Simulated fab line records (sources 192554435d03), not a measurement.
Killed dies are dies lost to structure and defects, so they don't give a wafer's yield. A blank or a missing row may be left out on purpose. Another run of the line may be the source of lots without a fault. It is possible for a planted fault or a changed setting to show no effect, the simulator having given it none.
fab line records | flow n5-finfet | part 1 of 2: steps 1 to 17 of 29
record lots=5 wafers=15 last-day=15
route steps=1938 shown BEOL_M6@1227
lots untouched by any fault: they come from a run of this same line in which no faults occurred
start-h: start of the lot's first displayed wafer, in hours after the record's first day | wait-h: time in hours since the lot's previous step | " the same as in the row above | L1.1+2: a single row standing in for several wafers | - no value, or no start given | * or withheld: withheld | < > ~ a bound
route shown NAME@n: names a module that has steps shown in the file, with the first one's number in the route | usual: average and standard deviation across the fault-free wafers | same: alike in all rows | chamber/n: place in a boat | sites: per-site readings | _std_site: how widely they spread, as a standard deviation | _edge_site: outer sites' mean less inner sites' | radius-mm: for every site, how far away it sits from the centre of the wafer | mask NAME#n: copy n | behind: the tool/chamber that last shaped the wafer | hold: what put the lot on hold/how long, in hours/how the hold closed | device: the transistor (n, p or np) that didn't switch | end of line: at the end of the route, the tests of the same wafers | a step with no rows: only its recipe | killed: count of dies lost to structure and defects at first sort (not the wafer's yield) | map: a wafer's dies, x killed, . not, _ none there
set.NAME: the setting that was run; set.NAME@STEP: the one run at that earlier step | model.NAME: the simulator's own value behind a step, which no gauge read
lots at selected steps of the route; one table per step, one row per wafer
services: when a tool's chamber went out of use (start-h, in hours from the record's first day, below 0 if earlier), for how many hours, and the reason
## steps
# step N5_BEOL_M6_CD_MEAS_28
# recipe target-cd-nm=40 landing-energy-ev=500 detector=se-inlens
# usual cd-nm=40.06/0.24
# columns lot.wafer tool chamber start-h wait-h cd-nm
L078.1 cd-sem-03 0 213.97 - 39.87
L078.3 " 0 " " 39.78
L078.4 " 0 " " 40.12
L088.3 cd-sem-01 0 266.84 - 39.84
L088.5 " 0 " " 40.24
L088.6 " 0 " " 40.04
L089.1 cd-sem-02 0 272.88 - 39.79
L089.3 " 0 " " 40.23
L089.6 " 0 " " 39.68
L090.2 cd-sem-02 0 275.00 - 39.79
L090.3 " 0 " " 40.46
L090.5 " 0 " " 39.90
L091.3 cd-sem-01 0 278.37 - 39.71
L091.5 " 0 " " 39.92
L091.6 " 0 " " 40.18
# step N5_BEOL_M6_OVL_MEAS_29
# recipe points-per-wafer=522
# usual V5_OVL=0.2/0.64
# same points-per-wafer=522
# columns lot.wafer tool chamber start-h wait-h V5_OVL[nm]
L078.1 overlay-02 0 214.00 0.0 -1.3
L078.3 " 0 " " -0.1
L078.4 " 0 " " 0.3
L088.3 overlay-02 0 266.88 0.0 0.0
L088.5 " 0 " " 0.0
L088.6 " 0 " " 0.5
L089.1 overlay-01 0 272.91 0.0 -0.2
L089.3 " 0 " " 0.8
L089.6 " 0 " " -0.4
L090.2 overlay-02 0 275.04 0.0 0.5
L090.3 " 0 " " 0.9
L090.5 " 0 " " 1.3
L091.3 overlay-01 0 278.40 0.0 0.4
L091.5 " 0 " " -0.1
L091.6 " 0 " " 1.1
# step N5_BEOL_M6_INSPECT_30
# recipe mode=adi inspect-instrument=brightfield
# usual raw-defect-count=430/91
# columns lot.wafer tool chamber start-h wait-h raw-defect-count
L078.1 defect-inspect-02 - 214.06 0.1 555
L078.3 " - " " 417
L078.4 " - " " 492
L088.3 defect-inspect-02 - 266.93 0.0 566
L088.5 " - " " 754
L088.6 " - " " 525
L089.1 defect-inspect-02 - 272.97 0.1 418
L089.3 " - " " 450
L089.6 " - " " 390
L090.2 defect-inspect-02 - 275.10 0.1 374
L090.3 " - " " 456
L090.5 " - " " 482
L091.3 defect-inspect-02 - 278.45 0.0 371
L091.5 " - " " 429
L091.6 " - " " 571
# step N5_BEOL_M6_DESCUM_33
# recipe chemistry=O2 time-s=7 source-power-w=50 bias-power-w=20 pressure-mtorr=20 rf-frequency-hz=2.712e+07 temp-c=40 resist=CAR-EUV o2-flow-sccm=225
# usual drypump-motor-current-A=5.8/0.42 oes-product-au=0.79/0.073 rf-vpp-V=243.3/1.3 showerhead-plenum-p-Torr=2.11/0.06 throttle-valve-pct=20.52/0.19
# columns lot.wafer tool chamber start-h wait-h drypump-motor-current-A oes-product-au rf-hours-counter-h rf-vpp-V showerhead-plenum-p-Torr throttle-valve-pct
L078.1 rie-diel-02 1 214.10 0.0 6.3 0.70 238 242.6 2.04 20.57
L078.3 " 3 " " 5.4 0.73 178 243.3 2.06 20.50
L078.4 " 0 " " 5.9 0.86 64 242.8 2.14 20.52
L088.3 rie-diel-05 2 267.06 0.1 5.3 0.83 90 243.4 2.13 20.51
L088.5 " 0 " " 5.9 0.77 - 243.6 2.10 20.72
L088.6 " 3 " " 6.3 0.77 - 243.3 2.07 20.29
L089.1 rie-diel-02 3 273.30 0.3 5.4 0.71 200 242.4 2.05 20.53
L089.3 " 1 " " 6.3 0.95 3 243.5 2.03 20.23
L089.6 " 0 " " 5.9 0.82 - 242.3 2.13 20.54
L090.2 rie-diel-01 0 275.13 0.0 5.1 0.74 160 241.5 2.08 20.45
L090.3 " 2 " " 5.3 0.73 196 241.1 2.01 20.91
L090.5 " 1 " " 5.3 0.95 - 244.4 2.16 20.48
L091.3 rie-diel-02 3 278.49 0.0 5.4 0.71 202 242.3 2.05 20.53
L091.5 " 1 " " 6.3 0.94 - 242.4 2.03 20.22
L091.6 " 3 " " 5.4 0.70 - 242.4 2.05 20.52
# step N5_BEOL_M6_ETCH_72
# recipe chemistry=N2/H2 target=underlayer target-depth-a=65 mask-material=CAR-EUV time-s=5.2 ion-energy-ev=200 pressure-mtorr=30 source-w=840 bias-w=150 n2-flow-sccm=200 h2-flow-sccm=200 ends=cleared
# usual drypump-motor-current-A=5.8/0.43 etch-rf-on-time-s=5.16/0.11 oes-product-au=0.68/0.062 rf-vpp-V=524.4/2.1 showerhead-plenum-p-Torr=2.56/0.067 throttle-valve-pct=17.95/0.2
# columns lot.wafer tool chamber start-h wait-h drypump-motor-current-A etch-rf-on-time-s oes-product-au rf-hours-counter-h rf-vpp-V showerhead-plenum-p-Torr throttle-valve-pct
L078.1 rie-diel-02 1 214.13 0.0 6.3 5.13 0.60 238 526.2 2.51 18.11
L078.3 " 3 " " 5.4 4.96 0.64 178 522.0 2.54 18.21
L078.4 " 0 " " 5.9 5.19 0.72 64 524.8 2.58 17.75
L088.3 rie-diel-05 2 267.09 0.0 5.3 5.10 0.69 90 522.3 2.56 17.75
L088.5 " 0 " " 5.9 5.22 0.66 - 526.8 2.56 18.20
L088.6 " 3 " " 6.3 5.18 0.65 - 525.2 2.55 17.94
L089.1 rie-diel-02 3 273.34 0.0 5.4 5.03 0.62 200 526.8 2.53 18.27
L089.3 " 1 " " 6.3 4.97 0.82 3 523.4 2.50 17.70
L089.6 " 0 " " 5.9 5.24 0.69 - 524.4 2.57 17.81
L090.2 rie-diel-01 0 275.17 0.0 5.1 5.06 0.62 160 523.6 2.54 17.92
L090.3 " 2 " " 5.3 5.24 0.63 196 520.7 2.43 18.24
L090.5 " 1 " " 5.3 4.90 0.82 - 524.3 2.59 17.60
L091.3 rie-diel-02 3 278.52 0.0 5.4 5.01 0.61 202 524.4 2.53 18.28
L091.5 " 1 " " 6.3 5.00 0.80 - 523.9 2.50 17.73
L091.6 " 3 " " 5.4 4.99 0.61 - 524.5 2.53 18.27
# step N5_BEOL_M6_ETCH_65
# recipe chemistry=CF4 target=SiARC target-depth-a=156 mask-material=CAR-EUV time-s=26 ion-energy-ev=80 pressure-mtorr=40 source-w=545 bias-w=36 Ar_flow_sccm=100 cf4-flow-sccm=100 ends=cleared
# usual drypump-motor-current-A=5.8/0.43 etch-rf-on-time-s=25.9/0.56 oes-product-au=0.68/0.061 rf-vpp-V=184.2/0.97 showerhead-plenum-p-Torr=2.16/0.052 throttle-valve-pct=15.70/0.18
# columns lot.wafer tool chamber start-h wait-h drypump-motor-current-A etch-rf-on-time-s oes-product-au rf-hours-counter-h rf-vpp-V showerhead-plenum-p-Torr throttle-valve-pct
L078.1 rie-diel-02 1 214.15 0.0 6.3 25.8 0.60 238 183.1 2.12 15.97
L078.3 " 3 " " 5.4 25.1 0.62 178 184.5 2.13 15.82
L078.4 " 0 " " 5.9 26.4 0.71 64 186.5 2.18 15.63
L088.3 rie-diel-05 2 267.11 0.0 5.3 26.1 0.70 90 183.8 2.16 15.57
L088.5 " 0 " " 5.9 26.6 0.66 - 183.4 2.16 15.86
L088.6 " 3 " " 6.3 26.0 0.65 - 183.7 2.15 15.80
L089.1 rie-diel-02 3 273.35 0.0 5.4 25.2 0.61 200 184.1 2.12 15.87
L089.3 " 1 " " 6.3 25.3 0.82 3 183.8 2.11 15.53
L089.6 " 0 " " 5.9 26.7 0.69 - 183.5 2.17 15.66
L090.2 rie-diel-01 0 275.19 0.0 5.1 25.8 0.63 160 183.3 2.13 15.65
L090.3 " 2 " " 5.3 26.4 0.63 196 183.7 2.04 15.96
L090.5 " 1 " " 5.3 25.1 0.82 - 183.4 2.19 15.52
L091.3 rie-diel-02 3 278.54 0.0 5.4 25.1 0.61 202 183.9 2.12 15.90
L091.5 " 1 " " 6.3 24.9 0.81 - 183.1 2.11 15.53
L091.6 " 3 " " 5.4 25.2 0.61 - 184.2 2.12 15.89
# step N5_BEOL_M6_ETCH_66
# recipe chemistry=N2/H2 target=SOC target-depth-a=800 overetch-a=160 mask-material=SiARC temp-c=40 time-s=120 ion-energy-ev=200 pressure-mtorr=30 source-w=840 bias-w=150 n2-flow-sccm=200 h2-flow-sccm=200
# usual drypump-motor-current-A=5.8/0.43 oes-product-au=0.60/0.051 rf-vpp-V=524.3/2 showerhead-plenum-p-Torr=2.56/0.067 throttle-valve-pct=17.91/0.2
# columns lot.wafer tool chamber start-h wait-h drypump-motor-current-A oes-product-au rf-hours-counter-h rf-vpp-V showerhead-plenum-p-Torr throttle-valve-pct
L078.1 rie-diel-02 1 214.18 0.0 6.3 0.54 238 522.4 2.51 18.08
L078.3 " 3 " " 5.4 0.54 178 523.5 2.54 18.18
L078.4 " 0 " " 5.9 0.64 64 525.2 2.58 17.72
L088.3 rie-diel-05 2 267.14 0.0 5.3 0.62 90 523.3 2.56 17.71
L088.5 " 0 " " 5.9 0.59 - 524.8 2.56 18.17
L088.6 " 3 " " 6.3 0.58 - 522.5 2.55 17.89
L089.1 rie-diel-02 3 273.38 0.0 5.4 0.54 200 523.5 2.53 18.23
L089.3 " 1 " " 6.3 0.71 3 523.3 2.50 17.67
L089.6 " 0 " " 5.9 0.63 - 524.9 2.57 17.77
L090.2 rie-diel-01 0 275.21 0.0 5.1 0.56 160 523.8 2.54 17.86
L090.3 " 2 " " 5.2 0.57 196 519.6 2.43 18.21
L090.5 " 1 " " 5.3 0.71 - 526.5 2.59 17.57
L091.3 rie-diel-02 3 278.56 0.0 5.4 0.53 202 523.6 2.53 18.22
L091.5 " 1 " " 6.3 0.71 - 522.3 2.50 17.68
L091.6 " 3 " " 5.4 0.53 - 524.8 2.53 18.22
# step N5_BEOL_M6_STRIP_69
# recipe chemistry=N2/H2 temp-c=40 n2-flow-sccm=200 h2-flow-sccm=200 rf-frequency-hz=6e+07
# columns lot.wafer tool chamber start-h wait-h
L078.1+3+4 rie-diel-02 1,3,0 214.26 0.0
L088.3+5+6 rie-diel-05 2,0,3 267.22 0.0
L089.1+3+6 rie-diel-02 3,1,0 273.46 0.0
L090.2+3+5 rie-diel-01 0,2,1 275.29 0.0
L091.3+5+6 rie-diel-02 3,1,3 278.65 0.0
# step N5_BEOL_M6_STRIP_73
# recipe chemistry=N2/H2 temp-c=40 n2-flow-sccm=200 h2-flow-sccm=200 rf-frequency-hz=6e+07
# columns lot.wafer tool chamber start-h wait-h
L078.1+3+4 rie-diel-02 1,3,0 214.27 0.0
L088.3+5+6 rie-diel-05 2,0,3 267.23 0.0
L089.1+3+6 rie-diel-02 3,1,0 273.47 0.0
L090.2+3+5 rie-diel-01 0,2,1 275.30 0.0
L091.3+5+6 rie-diel-02 3,1,3 278.66 0.0
# step N5_BEOL_M6_VIA_ETCH_34
# recipe chemistry=C4F6/O2 target=SiCOH_lowk target-depth-a=1263 mask-material=SOC taper-deg=4 time-s=50.9 ion-energy-ev=250 pressure-mtorr=30 source-w=345 bias-w=185 Ar_flow_sccm=300 C4F6_flow_sccm=10 O2_flow_sccm=10
# usual drypump-motor-current-A=5.8/0.43 oes-product-au=0.79/0.071 rf-vpp-V=667/9.8 showerhead-plenum-p-Torr=2.87/0.072 throttle-valve-pct=21.01/0.14
# columns lot.wafer tool chamber start-h wait-h drypump-motor-current-A oes-product-au rf-hours-counter-h rf-vpp-V showerhead-plenum-p-Torr throttle-valve-pct
L078.1 rie-diel-02 1 214.28 0.0 6.3 0.70 238 655 2.81 21.21
L078.3 " 3 " " 5.4 0.73 178 650 2.82 21.04
L078.4 " 0 " " 5.9 0.84 64 674 2.91 21.02
L088.3 rie-diel-05 2 267.24 0.0 5.3 0.82 90 674 2.88 20.95
L088.5 " 0 " " 5.9 0.77 - 679 2.84 21.09
L088.6 " 3 " " 6.3 0.77 - 667 2.85 20.94
L089.1 rie-diel-02 3 273.48 0.0 5.4 0.70 200 650 2.81 21.08
L089.3 " 1 " " 6.3 0.95 3 654 2.81 20.87
L089.6 " 0 " " 5.9 0.82 - 674 2.90 21.06
L090.2 rie-diel-01 0 275.31 0.0 5.1 0.73 160 681 2.84 20.98
L090.3 " 2 " " 5.3 0.74 197 667 2.73 21.35
L090.5 " 1 " " 5.3 0.96 - 657 2.92 20.91
L091.3 rie-diel-02 3 278.67 0.0 5.4 0.71 202 648 2.81 21.08
L091.5 " 1 " " 6.3 0.94 - 652 2.80 20.86
L091.6 " 3 " " 5.4 0.70 - 651 2.81 21.10
# step N5_BEOL_M6_STRIP_76
# recipe chemistry=C4F6/O2 resist=SiARC rf-frequency-hz=6e+07
# columns lot.wafer tool chamber start-h wait-h
L078.1+3+4 rie-diel-02 1,3,0 214.32 0.0
L088.3+5+6 rie-diel-05 2,0,3 267.28 0.0
L089.1+3+6 rie-diel-02 3,1,0 273.53 0.0
L090.2+3+5 rie-diel-01 0,2,1 275.36 0.0
L091.3+5+6 rie-diel-02 3,1,3 278.71 0.0
# step N5_BEOL_M6_STRIP_36
# recipe chemistry=N2/H2 power-w=450 temp-c=40 pressure-mtorr=20 rf-frequency-hz=6e+07 overash-fraction=0.3 bias-power-w=7 h2-frac=0.5 n2-flow-sccm=200 h2-flow-sccm=200
# usual drypump-motor-current-A=5.8/0.42 oes-product-au=0.79/0.072 rf-vpp-V=59.3/1.6 showerhead-plenum-p-Torr=2.56/0.067 throttle-valve-pct=23.75/0.29
# columns lot.wafer tool chamber start-h wait-h drypump-motor-current-A oes-product-au rf-hours-counter-h rf-vpp-V showerhead-plenum-p-Torr throttle-valve-pct
L078.1 rie-diel-02 1 214.33 0.0 6.3 0.69 238 57.2 2.50 23.77
L078.3 " 3 " " 5.4 0.72 178 57.1 2.53 24.17
L078.4 " 0 " " 5.9 0.86 64 60.7 2.57 23.49
L088.3 rie-diel-05 2 267.29 0.0 5.3 0.84 90 57.9 2.56 23.46
L088.5 " 0 " " 5.9 0.76 - 60.4 2.55 24.21
L088.6 " 3 " " 6.3 0.77 - 57.4 2.55 23.57
L089.1 rie-diel-02 3 273.54 0.0 5.4 0.69 200 60.9 2.53 24.21
L089.3 " 1 " " 6.3 0.94 3 58.3 2.50 23.52
L089.6 " 0 " " 5.9 0.82 - 57.6 2.56 23.53
L090.2 rie-diel-01 0 275.37 0.0 5.1 0.74 160 59.8 2.54 23.60
L090.3 " 2 " " 5.3 0.73 197 58.3 2.43 24.02
L090.5 " 1 " " 5.3 0.94 - 59.5 2.58 23.23
L091.3 rie-diel-02 3 278.72 0.0 5.4 0.71 202 59.0 2.53 24.23
L091.5 " 1 " " 6.3 0.92 - 60.1 2.49 23.48
L091.6 " 3 " " 5.4 0.70 - 61.0 2.52 24.23
# step N5_BEOL_M6_TRENCH_ETCH_37
# recipe chemistry=C4F6/O2 target-depth-a=944.35 target=SiCOH_lowk time-s=31.5 ion-energy-ev=250 pressure-mtorr=30 source-w=345 bias-w=185 Ar_flow_sccm=300 C4F6_flow_sccm=10 O2_flow_sccm=10
# usual drypump-motor-current-A=5.8/0.42 oes-product-au=0.79/0.072 rf-vpp-V=667/9.9 showerhead-plenum-p-Torr=2.87/0.072 throttle-valve-pct=21.04/0.14
# columns lot.wafer tool chamber start-h wait-h drypump-motor-current-A oes-product-au rf-hours-counter-h rf-vpp-V showerhead-plenum-p-Torr throttle-valve-pct
L078.1 rie-diel-02 1 - - 6.3 0.70 238 654 2.81 21.23
L078.3 " 3 " " 5.4 0.73 178 651 2.82 21.09
L078.4 " 0 " " 5.9 0.84 64 674 2.91 21.05
L088.3 rie-diel-05 2 - - 5.3 0.82 90 672 2.88 20.95
L088.5 " 0 " " 5.9 0.76 - 679 2.84 21.10
L088.6 " 3 " " 6.3 0.76 - 667 2.85 20.96
L089.1 rie-diel-02 3 - - 5.4 0.72 200 651 2.81 21.11
L089.3 " 1 " " 6.3 0.96 3 653 2.80 20.90
L089.6 " 0 " " 5.9 0.81 - 676 2.90 21.10
L090.2 rie-diel-01 0 - - 5.1 0.73 160 681 2.84 21.01
L090.3 " 2 " " 5.2 0.74 197 667 2.73 21.36
L090.5 " 1 " " 5.3 0.95 - 658 2.92 20.95
L091.3 rie-diel-02 3 - - 5.4 0.71 202 650 2.81 21.13
L091.5 " 1 " " 6.3 0.96 - 652 2.80 20.91
L091.6 " 3 " " 5.4 0.70 - 650 2.81 21.12
# step N5_BEOL_M6_ETCH_41
# recipe chemistry=CH3F/O2 target=SiCN target-depth-a=297 taper-deg=2 time-s=52 ion-energy-ev=120 mask-material=TiN pressure-mtorr=30 source-w=395 bias-w=75 Ar_flow_sccm=150 CH3F_flow_sccm=30 O2_flow_sccm=20
# usual drypump-motor-current-A=5.8/0.42 oes-product-au=0.79/0.071 rf-vpp-V=297.6/1.3 showerhead-plenum-p-Torr=2.02/0.052 throttle-valve-pct=16.42/0.17
# columns lot.wafer tool chamber start-h wait-h drypump-motor-current-A oes-product-au rf-hours-counter-h rf-vpp-V showerhead-plenum-p-Torr throttle-valve-pct
L078.1 rie-diel-02 1 - - 6.3 0.69 238 295.9 1.97 16.66
L078.3 " 3 " " 5.4 0.73 178 297.2 1.98 16.51
L078.4 " 0 " " 5.9 0.84 64 297.8 2.05 16.38
L088.3 rie-diel-05 2 - - 5.3 0.83 90 299.4 2.02 16.32
L088.5 " 0 " " 5.9 0.77 - 295.6 2.00 16.50
L088.6 " 3 " " 6.3 0.77 - 297.2 2.00 16.38
L089.1 rie-diel-02 3 - - 5.4 0.71 200 297.2 1.98 16.54
L089.3 " 1 " " 6.3 0.94 3 296.2 1.97 16.22
L089.6 " 0 " " 5.9 0.81 - 296.4 2.04 16.43
L090.2 rie-diel-01 0 - - 5.1 0.73 160 297.3 2.00 16.40
L090.3 " 2 " " 5.3 0.73 197 293.9 1.92 16.73
L090.5 " 1 " " 5.3 0.95 - 298.6 2.06 16.28
L091.3 rie-diel-02 3 - - 5.4 0.70 202 297.1 1.98 16.54
L091.5 " 1 " " 6.3 0.94 - 297.8 1.97 16.21
L091.6 " 3 " " 5.4 0.71 - 297.5 1.98 16.54
# step N5_BEOL_M6_STRIP_80
# recipe chemistry=N2/H2 time-s=10 power-w=450 temp-c=40 pressure-mtorr=20 rf-frequency-hz=6e+07 bias-power-w=7 n2-flow-sccm=200 h2-flow-sccm=200
# usual drypump-motor-current-A=5.8/0.42 oes-product-au=0.79/0.072 rf-vpp-V=59.3/0.93 showerhead-plenum-p-Torr=2.56/0.067 throttle-valve-pct=23.75/0.29
# columns lot.wafer tool chamber start-h wait-h drypump-motor-current-A oes-product-au rf-hours-counter-h rf-vpp-V showerhead-plenum-p-Torr throttle-valve-pct
L078.1 rie-diel-02 1 - - 6.3 0.69 238 58.8 2.50 23.76
L078.3 " 3 " " 5.4 0.72 178 58.9 2.53 24.18
L078.4 " 0 " " 5.9 0.85 64 58.7 2.57 23.51
L088.3 rie-diel-05 2 - - 5.3 0.83 90 59.1 2.56 23.44
L088.5 " 0 " " 5.9 0.77 - 60.0 2.55 24.23
L088.6 " 3 " " 6.3 0.76 - 60.1 2.55 23.60
L089.1 rie-diel-02 3 - - 5.4 0.71 200 59.4 2.53 24.20
L089.3 " 1 " " 6.3 0.95 3 60.0 2.50 23.49
L089.6 " 0 " " 5.9 0.82 - 59.3 2.56 23.52
L090.2 rie-diel-01 0 - - 5.1 0.74 160 59.9 2.54 23.62
L090.3 " 2 " " 5.3 0.73 197 59.2 2.43 24.01
L090.5 " 1 " " 5.3 0.93 - 56.8 2.58 23.25
L091.3 rie-diel-02 3 - - 5.4 0.70 202 59.6 2.52 24.22
L091.5 " 1 " " 6.3 0.95 - 59.3 2.50 23.50
L091.6 " 3 " " 5.4 0.70 - 58.4 2.53 24.21
# step N5_BEOL_M6_OCD_MEAS_38
# usual trench-depth-nm=94.4/1.4
# columns lot.wafer tool chamber start-h wait-h trench-depth-nm
L078.1 ocd-01 - 214.52 - 94.8
L078.3 " - " " 96.4
L078.4 " - " " 94.3
L088.3 ocd-02 - 267.49 - 93.5
L088.5 " - " " 92.2
L088.6 " - " " 93.3
L089.1 ocd-02 - 273.73 - 96.5
L089.3 " - " " 98.1
L089.6 " - " " 94.6
L090.2 ocd-02 - 275.56 - 95.0
L090.3 " - " " 92.8
L090.5 " - " " 97.0
L091.3 ocd-02 - 278.91 - 94.7
L091.5 " - " " 95.8
L091.6 " - " " 93.9
# step N5_BEOL_M6_HM_STRIP_39
# recipe chemistry=peroxide-tin-strip material=TiN target-depth-a=250 temp-c=50 time-s=158
# columns lot.wafer tool chamber start-h wait-h
L078.1+3+4 wet-bench-04 4,6,7 214.56 0.0
L088.3+5+6 wet-bench-01 5,4,7 267.52 0.0
L089.1+3+6 wet-bench-01 7,5,6 273.76 0.0
L090.2+3+5 wet-bench-01 5,1,7 275.59 0.0
L091.3+5+6 wet-bench-01 6,4,2 278.94 0.0
